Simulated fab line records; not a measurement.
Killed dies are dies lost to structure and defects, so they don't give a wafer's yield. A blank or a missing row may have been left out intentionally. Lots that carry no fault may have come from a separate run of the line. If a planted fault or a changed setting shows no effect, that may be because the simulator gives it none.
What tool caused it? | flow nand harc | 22 lots with 66 wafers sampled at 6 steps, on a route of 1159 steps

## WHAT THE GAUGES READ, wafer by wafer
The record holds no reading of a measuring or inspecting step that can be judged against a usual standard deviation.

## WHICH TOOL RAN EACH LOT (tool, then ch and the chambers of the sampled wafers, then the start)
lot  | NHARC_A_STAIRCASE_ETCH_19                     | NHARC_A_STAIRCASE_TRIM_24                     | NHARC_A_STAIRCASE_ETCH_27                     | NHARC_A_STAIRCASE_TRIM_187         | NHARC_A_STAIRCASE_DESCUM_219       | NHARC_A_STAIRCASE_TRIM_224
L074 | rie diel-05 ch 0,1,3, day 11 05:33 or earlier | rie diel-05 ch 0,3, day 11 05:33 or earlier   | rie diel-05 ch 0,3, day 11 05:33 or earlier   | rie diel-02 ch 0,2,3, day 11 05:33 | rie diel-02 ch 0,2,3, day 11 09:09 | rie diel-02 ch 1,2,3, no start
L076 | rie diel-05 ch 2,3, day 11 13:11 or earlier   | rie diel-05 ch 0,1,2, day 11 13:11 or earlier | rie diel-05 ch 0,1,2, day 11 13:11 or earlier | rie diel-02 ch 0,2, day 11 13:11   | rie diel-05 ch 0,1,2, day 11 16:50 | rie diel-05 ch 2,3, no start
L078 | rie diel-11 ch 1,2, day 11 20:19 or earlier   | rie diel-11 ch 1,3, day 11 20:19 or earlier   | rie diel-11 ch 0,2,3, day 11 20:19 or earlier | rie diel-05 ch 0,2,3, day 11 20:19 | rie diel-05 ch 0,1, day 12 01:35   | rie diel-05 ch 0,1,2, no start
L077 | rie diel-05 ch 0,1, day 11 20:32 or earlier   | rie diel-05 ch 1,2, day 11 20:32 or earlier   | rie diel-05 ch 0,3, day 11 20:32 or earlier   | rie diel-05 ch 2,3, day 11 20:32   | rie diel-11 ch 0,1,3, day 12 01:45 | rie diel-11 ch 0,3, no start
L075 | rie diel-11 ch 1,2, day 12 01:13 or earlier   | rie diel-11 ch 0,1,2, day 12 01:13 or earlier | rie diel-11 ch 0,1, day 12 01:13 or earlier   | rie diel-02 ch 2,3, day 12 01:13   | rie diel-11 ch 1,2,3, day 12 05:00 | rie diel-11 ch 0,3, no start
L080 | rie diel-02 ch 0,2,3, day 12 02:35 or earlier | rie diel-02 ch 1,2,3, day 12 02:35 or earlier | rie diel-02 ch 1,2,3, day 12 02:35 or earlier | rie diel-05 ch 1,3, day 12 02:35   | rie diel-02 ch 1,3, day 12 06:31   | rie diel-02 ch 0,1, no start
L079 | rie diel-05 ch 1,2, day 12 03:19 or earlier   | rie diel-11 ch 1,2,3, day 12 03:19 or earlier | rie diel-11 ch 1,3, day 12 03:19 or earlier   | rie diel-02 ch 0,1, day 12 03:19   | rie diel-11 ch 0,3, day 12 06:54   | rie diel-11 ch 2,3, no start
L081 | rie diel-11 ch 0,1,3, day 12 23:56 or earlier | rie diel-11 ch 0,1,2, day 12 23:56 or earlier | rie diel-11 ch 0,2,3, day 12 23:56 or earlier | rie diel-11 ch 0,1,2, day 12 23:56 | rie diel-11 ch 0,1,2, day 13 04:14 | rie diel-11 ch 1,2,3, no start
L082 | rie diel-02 ch 0,3, day 13 00:17 or earlier   | rie diel-02 ch 1,2, day 13 00:17 or earlier   | rie diel-02 ch 0,3, day 13 00:17 or earlier   | rie diel-11 ch 0,2, day 13 00:17   | rie diel-11 ch 0,1,3, day 13 04:53 | rie diel-11 ch 0,1, no start
L083 | rie diel-11 ch 0,1,3, day 13 07:58 or earlier | rie diel-11 ch 0,1,3, day 13 07:58 or earlier | rie diel-11 ch 0,1,3, day 13 07:58 or earlier | rie diel-02 ch 1,2, day 13 07:58   | rie diel-11 ch 1,2,3, day 13 11:49 | rie diel-11 ch 0,2,3, no start
L084 | rie diel-05 ch 1,3, day 13 14:41 or earlier   | rie diel-05 ch 1,3, day 13 14:41 or earlier   | rie diel-05 ch 2,3, day 13 14:41 or earlier   | rie diel-05 ch 0,3, day 13 14:41   | rie diel-11 ch 1,2,3, day 13 20:44 | rie diel-11 ch 1,2, no start
L085 | rie diel-02 ch 0,1,3, day 13 14:25 or earlier | rie diel-02 ch 0,1, day 13 14:25 or earlier   | rie diel-02 ch 1,2, day 13 14:25 or earlier   | rie diel-11 ch 1,3, day 13 14:25   | rie diel-05 ch 0,2,3, day 13 18:14 | rie diel-05 ch 2,3, no start
L087 | rie diel-05 ch 0,3, day 13 22:28 or earlier   | rie diel-11 ch 0,1, day 13 22:28 or earlier   | rie diel-11 ch 0,1, day 13 22:28 or earlier   | rie diel-02 ch 0,3, day 13 22:28   | rie diel-02 ch 1,2,3, day 14 02:31 | rie diel-02 ch 0,2, no start
L086 | rie diel-11 ch 0,1,3, day 14 09:11 or earlier | rie diel-11 ch 0,1,3, day 14 09:11 or earlier | rie diel-11 ch 0,1,2, day 14 09:11 or earlier | rie diel-05 ch 0,1,2, day 14 09:11 | rie diel-11 ch 0,1,2, day 14 17:05 | rie diel-11 ch 0,1,2, no start
L089 | rie diel-02 ch 2,3, day 14 17:10 or earlier   | rie diel-02 ch 0,1,2, day 14 17:10 or earlier | rie diel-02 ch 0,2, day 14 17:10 or earlier   | rie diel-05 ch 0,1,2, day 14 17:10 | rie diel-11 ch 1,2, day 14 21:40   | rie diel-11 ch 0,1,2, no start
L090 | rie diel-05 ch 1,3, day 15 03:45 or earlier   | rie diel-02 ch 2,3, day 15 03:45 or earlier   | rie diel-02 ch 0,2,3, day 15 03:45 or earlier | rie diel-11 ch 0,1,2, day 15 03:45 | rie diel-11 ch 0,1, day 15 08:11   | rie diel-11 ch 1,2, no start
L091 | rie diel-05 ch 1,3, day 15 04:31 or earlier   | rie diel-05 ch 0,2,3, day 15 04:31 or earlier | rie diel-05 ch 0,1,2, day 15 04:31 or earlier | rie diel-05 ch 0,1,3, day 15 04:31 | rie diel-11 ch 0,2, day 15 08:23   | rie diel-11 ch 0,1,2, no start
L093 | rie diel-02 ch 0,2, day 15 14:29 or earlier   | rie diel-02 ch 2,3, day 15 14:29 or earlier   | rie diel-02 ch 2,3, day 15 14:29 or earlier   | rie diel-02 ch 1,2,3, day 15 14:29 | rie diel-05 ch 0,1,2, day 15 18:14 | rie diel-05 ch 0,3, no start
L094 | rie diel-02 ch 0,1,3, day 15 15:19 or earlier | rie diel-11 ch 0,1,2, day 15 15:19 or earlier | rie diel-11 ch 0,1,2, day 15 15:19 or earlier | rie diel-02 ch 0,1,3, day 15 15:19 | rie diel-11 ch 0,1,3, day 15 19:07 | rie diel-11 ch 1,2,3, no start
L095 | rie diel-11 ch 2,3, day 15 21:46 or earlier   | rie diel-11 ch 2,3, day 15 21:46 or earlier   | rie diel-11 ch 0,1, day 15 21:46 or earlier   | rie diel-05 ch 0,3, day 15 21:46   | rie diel-05 ch 0,3, day 16 01:29   | rie diel-05 ch 0,1,3, no start
L096 | rie diel-02 ch 2,3, day 16 12:08 or earlier   | rie diel-05 ch 0,2,3, day 16 12:08 or earlier | rie diel-05 ch 0,2,3, day 16 12:08 or earlier | rie diel-05 ch 1,3, day 16 12:08   | rie diel-05 ch 0,2, day 16 16:50   | rie diel-05 ch 0,1, no start
L097 | rie diel-02 ch 0,1, day 17 02:58 or earlier   | rie diel-02 ch 0,1,3, day 17 02:58 or earlier | rie diel-02 ch 2,3, day 17 02:58 or earlier   | rie diel-11 ch 0,2,3, day 17 02:58 | rie diel-05 ch 0,2, day 17 06:32   | rie diel-05 ch 1,2, no start
- NHARC_A_STAIRCASE_ETCH_19: etches the open film in C4F8/O2, target depth 100 nm, time 40.5 s.
- NHARC_A_STAIRCASE_TRIM_24: chemistry O2, time 211.2 s.
- NHARC_A_STAIRCASE_ETCH_27: etches the open film in C4F8/O2, target depth 100 nm, time 40.5 s.
- NHARC_A_STAIRCASE_TRIM_187: chemistry O2, time 211.2 s.
- NHARC_A_STAIRCASE_DESCUM_219: chemistry O2, time 3 s.
- NHARC_A_STAIRCASE_TRIM_224: chemistry O2, time 211.2 s.

## AS READ BY THE TOOLS THEMSELVES (means over the sampled wafers that have a number; for cases with no such wafer, the mark the record gives instead)
NHARC_A_STAIRCASE_ETCH_19.
lot  | tool        | oes product au (a.u.) | rf vpp V (V)
L074 | rie diel-05 | 0.935                 | 897
L076 | rie diel-05 | 0.938                 | 898
L078 | rie diel-11 | 0.949                 | 889
L077 | rie diel-05 | 0.938                 | 894
L075 | rie diel-11 | 0.940                 | 889
L080 | rie diel-02 | 0.956                 | 891
L079 | rie diel-05 | 0.953                 | 898
L081 | rie diel-11 | 0.937                 | 893
L082 | rie diel-02 | 0.949                 | 894
L083 | rie diel-11 | 0.935                 | 894
L084 | rie diel-05 | 0.941                 | 900
L085 | rie diel-02 | 0.958                 | 893
L087 | rie diel-05 | 0.927                 | 897
L086 | rie diel-11 | 0.941                 | 893
L089 | rie diel-02 | 0.963                 | 893
L090 | rie diel-05 | 0.945                 | 898
L091 | rie diel-05 | 0.946                 | 900
L093 | rie diel-02 | 0.948                 | 900
L094 | rie diel-02 | 0.947                 | 900
L095 | rie diel-11 | 0.936                 | 894
L096 | rie diel-02 | 0.957                 | 891
L097 | rie diel-02 | 0.960                 | 901

NHARC_A_STAIRCASE_TRIM_24.
lot  | tool        | drypump motor current A (A) | oes product au (a.u.) | rf vpp V (V) | showerhead plenum p Torr (Torr) | throttle valve pct (%)
L074 | rie diel-05 | 5.59                        | 0.992                 | 58.3         | 3.48                            | 17.033
L076 | rie diel-05 | 5.61                        | 0.997                 | 58.1         | 3.53                            | 17.040
L078 | rie diel-11 | 5.53                        | 0.996                 | 57.4         | 3.44                            | 17.035
L077 | rie diel-05 | 5.62                        | 0.999                 | 57.8         | 3.60                            | 17.039
L075 | rie diel-11 | 5.91                        | 1.002                 | 58.1         | 3.36                            | 17.044
L080 | rie diel-02 | 5.85                        | 1.008                 | 57.9         | 3.46                            | 17.047
L079 | rie diel-11 | 5.65                        | 0.991                 | 58.1         | 3.46                            | 17.037
L081 | rie diel-11 | 5.91                        | 1.000                 | 56.6         | 3.36                            | 17.034
L082 | rie diel-02 | 5.92                        | 1.013                 | 58.1         | 3.38                            | 17.037
L083 | rie diel-11 | 5.71                        | 1.003                 | 57.7         | 3.45                            | 17.042
L084 | rie diel-05 | 5.60                        | 0.997                 | 58.2         | 3.64                            | 17.032
L085 | rie diel-02 | 5.42                        | 1.007                 | 57.4         | 3.35                            | 17.032
L087 | rie diel-11 | 5.98                        | 0.998                 | 57.2         | 3.35                            | 17.035
L086 | rie diel-11 | 5.71                        | 1.001                 | 57.0         | 3.45                            | 17.036
L089 | rie diel-02 | 5.67                        | 1.013                 | 56.8         | 3.36                            | 17.028
L090 | rie diel-02 | 5.81                        | 0.999                 | 58.0         | 3.40                            | 17.043
L091 | rie diel-05 | 5.55                        | 0.996                 | 57.5         | 3.53                            | 17.035
L093 | rie diel-02 | 5.78                        | 0.999                 | 57.2         | 3.39                            | 17.041
L094 | rie diel-11 | 5.91                        | 1.000                 | 57.9         | 3.34                            | 17.042
L095 | rie diel-11 | 5.59                        | 0.994                 | 57.5         | 3.56                            | 17.036
L096 | rie diel-05 | 5.55                        | 1.005                 | 57.7         | 3.52                            | 17.037
L097 | rie diel-02 | 5.60                        | 1.007                 | 57.7         | 3.60                            | 17.030

NHARC_A_STAIRCASE_ETCH_27.
lot  | tool        | oes product au (a.u.) | rf vpp V (V)
L074 | rie diel-05 | 0.936                 | 898
L076 | rie diel-05 | 0.937                 | 897
L078 | rie diel-11 | 0.939                 | 894
L077 | rie diel-05 | 0.925                 | 894
L075 | rie diel-11 | 0.930                 | 889
L080 | rie diel-02 | 0.959                 | 893
L079 | rie diel-11 | 0.927                 | 893
L081 | rie diel-11 | 0.949                 | 894
L082 | rie diel-02 | 0.950                 | 890
L083 | rie diel-11 | 0.933                 | 893
L084 | rie diel-05 | 0.936                 | 899
L085 | rie diel-02 | 0.950                 | 892
L087 | rie diel-11 | 0.942                 | 890
L086 | rie diel-11 | 0.948                 | 890
L089 | rie diel-02 | 0.955                 | 888
L090 | rie diel-02 | 0.955                 | 896
L091 | rie diel-05 | 0.940                 | 895
L093 | rie diel-02 | 0.942                 | 890
L094 | rie diel-11 | 0.948                 | 890
L095 | rie diel-11 | 0.943                 | 889
L096 | rie diel-05 | 0.954                 | 896
L097 | rie diel-02 | 0.950                 | 890

NHARC_A_STAIRCASE_TRIM_187.
lot  | tool        | drypump motor current A (A) | oes product au (a.u.) | rf vpp V (V) | showerhead plenum p Torr (Torr) | throttle valve pct (%)
L074 | rie diel-02 | 5.54                        | 1.014                 | 57.7         | 3.40                            | 17.044
L076 | rie diel-02 | 5.61                        | 1.006                 | 58.2         | 3.32                            | 17.034
L078 | rie diel-05 | 5.55                        | 0.992                 | 58.2         | 3.54                            | 17.031
L077 | rie diel-05 | 5.49                        | 0.992                 | 59.1         | 3.61                            | 17.050
L075 | rie diel-02 | 5.73                        | 1.004                 | 58.4         | 3.48                            | 17.029
L080 | rie diel-05 | 5.60                        | 0.996                 | 58.2         | 3.64                            | 17.037
L079 | rie diel-02 | 5.41                        | 1.001                 | 57.7         | 3.35                            | 17.039
L081 | rie diel-11 | 5.90                        | 0.992                 | 58.6         | 3.36                            | 17.039
L082 | rie diel-11 | 6.07                        | 1.005                 | 58.1         | 3.37                            | 17.033
L083 | rie diel-02 | 5.91                        | 1.011                 | 57.6         | 3.38                            | 17.035
L084 | rie diel-05 | 5.58                        | 0.997                 | 58.6         | 3.56                            | 17.038
L085 | rie diel-11 | 5.47                        | 0.992                 | 57.9         | 3.55                            | 17.039
L087 | rie diel-02 | 5.29                        | 1.007                 | 58.1         | 3.36                            | 17.042
L086 | rie diel-05 | 5.60                        | 1.001                 | 57.5         | 3.52                            | 17.043
L089 | rie diel-05 | 5.60                        | 0.999                 | 57.7         | 3.52                            | 17.034
L090 | rie diel-11 | 5.91                        | 1.000                 | 57.5         | 3.35                            | 17.034
L091 | rie diel-05 | 5.63                        | 1.001                 | 57.7         | 3.54                            | 17.028
L093 | rie diel-02 | 5.87                        | 1.002                 | 56.7         | 3.44                            | 17.031
L094 | rie diel-02 | 5.60                        | 1.009                 | 57.8         | 3.61                            | 17.030
L095 | rie diel-05 | 5.58                        | 1.003                 | 57.9         | 3.55                            | 17.034
L096 | rie diel-05 | 5.65                        | 1.000                 | 58.3         | 3.61                            | 17.029
L097 | rie diel-11 | 5.84                        | 0.998                 | 57.7         | 3.45                            | 17.039

NHARC_A_STAIRCASE_DESCUM_219.
lot  | tool        | drypump motor current A (A) | oes product au (a.u.) | rf vpp V (V) | showerhead plenum p Torr (Torr) | throttle valve pct (%)
L074 | rie diel-02 | 5.54                        | 1.017                 | 57.7         | 1.84                            | 11.313
L076 | rie diel-05 | 5.59                        | 0.999                 | 58.1         | 1.91                            | 11.322
L078 | rie diel-05 | 5.63                        | 0.997                 | 57.5         | 1.87                            | 11.309
L077 | rie diel-11 | 5.70                        | 1.008                 | 57.4         | 1.88                            | 11.320
L075 | rie diel-11 | 5.65                        | 0.989                 | 57.6         | 1.87                            | 11.306
L080 | rie diel-02 | 5.76                        | 1.013                 | 57.7         | 1.92                            | 11.310
L079 | rie diel-11 | 5.89                        | 1.012                 | 58.6         | 1.88                            | 11.315
L081 | rie diel-11 | 5.90                        | 0.990                 | 57.4         | 1.81                            | 11.307
L082 | rie diel-11 | 5.71                        | 0.988                 | 57.1         | 1.87                            | 11.314
L083 | rie diel-11 | 5.65                        | 0.991                 | 57.7         | 1.87                            | 11.312
L084 | rie diel-11 | 5.65                        | 1.000                 | 57.2         | 1.87                            | 11.313
L085 | rie diel-05 | 5.54                        | 0.994                 | 57.8         | 1.92                            | 11.305
L087 | rie diel-02 | 5.82                        | 1.009                 | 56.6         | 1.87                            | 11.309
L086 | rie diel-11 | 5.91                        | 1.001                 | 57.7         | 1.81                            | 11.309
L089 | rie diel-11 | 5.74                        | 0.995                 | 57.2         | 1.80                            | 11.322
L090 | rie diel-11 | 5.79                        | 0.995                 | 56.9         | 1.80                            | 11.310
L091 | rie diel-11 | 6.07                        | 1.005                 | 57.0         | 1.82                            | 11.306
L093 | rie diel-05 | 5.60                        | 1.005                 | 58.7         | 1.90                            | 11.310
L094 | rie diel-11 | 5.71                        | 1.012                 | 59.2         | 1.86                            | 11.301
L095 | rie diel-05 | 5.56                        | 1.014                 | 58.9         | 1.93                            | 11.308
L096 | rie diel-05 | 5.51                        | 0.998                 | 56.4         | 1.89                            | 11.311
L097 | rie diel-05 | 5.52                        | 1.002                 | 58.8         | 1.89                            | 11.313

NHARC_A_STAIRCASE_TRIM_224.
lot  | tool        | drypump motor current A (A) | oes product au (a.u.) | rf vpp V (V) | showerhead plenum p Torr (Torr) | throttle valve pct (%)
L074 | rie diel-02 | 5.85                        | 1.007                 | 58.5         | 3.47                            | 17.044
L076 | rie diel-05 | 5.53                        | 0.998                 | 58.3         | 3.63                            | 17.038
L078 | rie diel-05 | 5.62                        | 0.997                 | 59.3         | 3.53                            | 17.032
L077 | rie diel-11 | 5.88                        | 1.005                 | 57.4         | 3.48                            | 17.038
L075 | rie diel-11 | 5.65                        | 0.998                 | 58.1         | 3.57                            | 17.031
L080 | rie diel-02 | 5.70                        | 1.002                 | 57.0         | 3.42                            | 17.040
L079 | rie diel-11 | 5.57                        | 0.990                 | 58.1         | 3.57                            | 17.037
L081 | rie diel-11 | 5.68                        | 0.993                 | 57.7         | 3.45                            | 17.035
L082 | rie diel-11 | 5.80                        | 1.002                 | 57.3         | 3.34                            | 17.032
L083 | rie diel-11 | 5.82                        | 0.992                 | 58.6         | 3.47                            | 17.037
L084 | rie diel-11 | 5.74                        | 0.995                 | 56.9         | 3.34                            | 17.032
L085 | rie diel-05 | 5.52                        | 1.011                 | 58.3         | 3.60                            | 17.033
L087 | rie diel-02 | 5.59                        | 1.015                 | 57.4         | 3.30                            | 17.044
L086 | rie diel-11 | 5.91                        | 0.998                 | 57.5         | 3.35                            | 17.046
L089 | rie diel-11 | 5.91                        | 1.005                 | 58.1         | 3.35                            | 17.038
L090 | rie diel-11 | 5.86                        | 0.992                 | 58.3         | 3.35                            | 17.028
L091 | rie diel-11 | 5.92                        | 1.000                 | 57.7         | 3.35                            | 17.041
L093 | rie diel-05 | 5.60                        | 1.011                 | 57.9         | 3.47                            | 17.033
L094 | rie diel-11 | 5.66                        | 0.994                 | 57.1         | 3.44                            | 17.036
L095 | rie diel-05 | 5.63                        | 1.004                 | 57.5         | 3.53                            | 17.040
L096 | rie diel-05 | 5.64                        | 1.006                 | 57.7         | 3.44                            | 17.037
L097 | rie diel-05 | 5.55                        | 0.992                 | 58.1         | 3.57                            | 17.034

## THE ANSWER, worked out from the rows above alone
Rule: usual is defined by the lots themselves. Put in order of their means at a reading, lots are off if they are a third of the lots or fewer, leave a main group of 4 or more, and stand apart from it by a gap of 3 or more times the standard deviation of the main group's means; of several such gaps the widest counts. The tables above print the reading to a certain number of digits; a main group whose means all agree to those digits is not used. Also off: a lot with no number at a reading for which 4 or more lots have one. The other lots that the step has rows for count as sound. Order of review: gauges by route order, followed by the tools' own readings, for which a lot's mean as printed above is used. At the first step where some lot is off, the reading lying furthest off is the one used; lots without a number count as furthest.
Nothing can be told from this: no lot is off at any reading shown.

## WHAT THE SIMULATOR PUT IN
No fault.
